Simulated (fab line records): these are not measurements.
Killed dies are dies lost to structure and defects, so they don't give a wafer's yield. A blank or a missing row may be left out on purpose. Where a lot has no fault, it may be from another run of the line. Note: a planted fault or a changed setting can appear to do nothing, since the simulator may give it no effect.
A lot that was struck, set against a sound lot + flow n5 finfet + 23 out of 1938 route steps
Sound: these wafers, L729.1, L729.4, L729.6. Struck: wafer L738.6. (L738.2 of the same lot was not struck and is left out.) The cause comes at the end.
Per side, at each step with rows, come the tool, then ch with its chambers, and then its first start. Under that, the readings that differ: sound wafers + struck wafers + difference of the means + sigmas: that difference in standard deviations of wafers without a fault.
alike: readings whose means differ by less than 2 such deviations, and words and numbers that are the same on both sides. not compared: withheld readings, readings that some wafer has no value for, bounds like >300 that may hide the same value, and numbers for which the record gives no deviation and whose values overlap.
The two part at a step that has a row with sigmas, a row that says differs or no value, or rows on one side only. Numbers that don't overlap but have no deviation are shown without sigmas and don't part them. Lack of a reading on every wafer of one side parts them only where that side has two or more wafers.

first, 9 steps without rows for these wafers: N5_MIM_BOT_LITHO_HARDBAKE_09 (time 120 s); N5_MIM_BOT_LITHO_DESCUM_10 (chemistry O2, time 7.9 s); N5_MIM_BOT_ETCH_ETCH_04 (etches SiNx in CF4/O2, target depth 26 nm, time 13 s); N5_MIM_BOT_ETCH_ETCH_03 (etches the open film in Cl2/BCl3, target depth 12 nm); N5_MIM_BOT_ETCH_ETCH_00 (etches TiN in Cl2/BCl3, target depth 45.5 nm); N5_MIM_BOT_ETCH_STRIP_01 (strips in O2); N5_MIM_BOT_ETCH_STRIP_02 (strips in post etch residue remover, time 1200 s); N5_MIM_BOT_ETCH_CLEAN_05 (cleans in IPA, time 180 s); N5_MIM_BOT_ETCH_SRD_06 (time 30 s).
N5_PASSIVATION_PECVD_55: deposits SiO2 from SiH4/N2O, target thk 400 nm, time 22.5 s.
  sound on pecvd-02 ch 0,1,2, day 13 18:23; struck on pecvd-02 ch 1, day 15 17:34
| reading                                        | sound           | struck | difference | sigmas |
|------------------------------------------------|-----------------|--------|------------|--------|
| model.SiO2_of_PASSIVATION_PECVD_55.thk nm (nm) | 393.8 403.2 402 | 359.6  | -40.1      |        |
  alike: heater power w, showerhead plenum p Torr, throttle valve pct
then, 11 steps without rows for these wafers: N5_PASSIVATION_PECVD_01 (deposits SiNx from SiH4/NH3/N2, target thk 200 nm, time 43.2 s); N5_PASSIVATION_HMDS_03 (time 60 s); N5_PASSIVATION_COAT_04; N5_PASSIVATION_EBR_06; N5_PASSIVATION_SOFTBAKE_05 (time 90 s); N5_PASSIVATION_EXPOSE_07 (exposes mask TV, defocus 0 nm, target cd 3000 nm); N5_PASSIVATION_PEB_08; N5_PASSIVATION_DEVELOP_09 (develop time 60 s); N5_PASSIVATION_HARDBAKE_11 (time 120 s); N5_PASSIVATION_DESCUM_12 (chemistry O2, time 7.9 s); N5_PASSIVATION_PASS_ETCH_74 (etches SiNx in CF4/O2, target depth 220 nm, time 110 s).
N5_PASSIVATION_VIA_ETCH_13: etches SiO2 in CHF3/O2, target depth 660 nm, time 330 s.
  sound on rie diel-02 ch 0,2,3, day 13 20:13; struck on rie diel-02 ch 2, day 15 20:07
| reading               | sound       | struck | difference | sigmas |
|-----------------------|-------------|--------|------------|--------|
| etch rf on time s (s) | 238 238 235 | 213    | -24        | -5     |
  alike: bias w, drypump motor current A, oes product au, rf vpp V, showerhead plenum p Torr, throttle valve pct
  not compared: rf hours counter h, model.coat_of_PASSIVATION_COAT_04.thk nm
then, 1 step without rows for these wafers: N5_PASSIVATION_STRIP_14 (strips in O2).

## WHERE THEY PART
Within this record, at N5_PASSIVATION_VIA_ETCH_13 only.

WHY: what the simulator had put in
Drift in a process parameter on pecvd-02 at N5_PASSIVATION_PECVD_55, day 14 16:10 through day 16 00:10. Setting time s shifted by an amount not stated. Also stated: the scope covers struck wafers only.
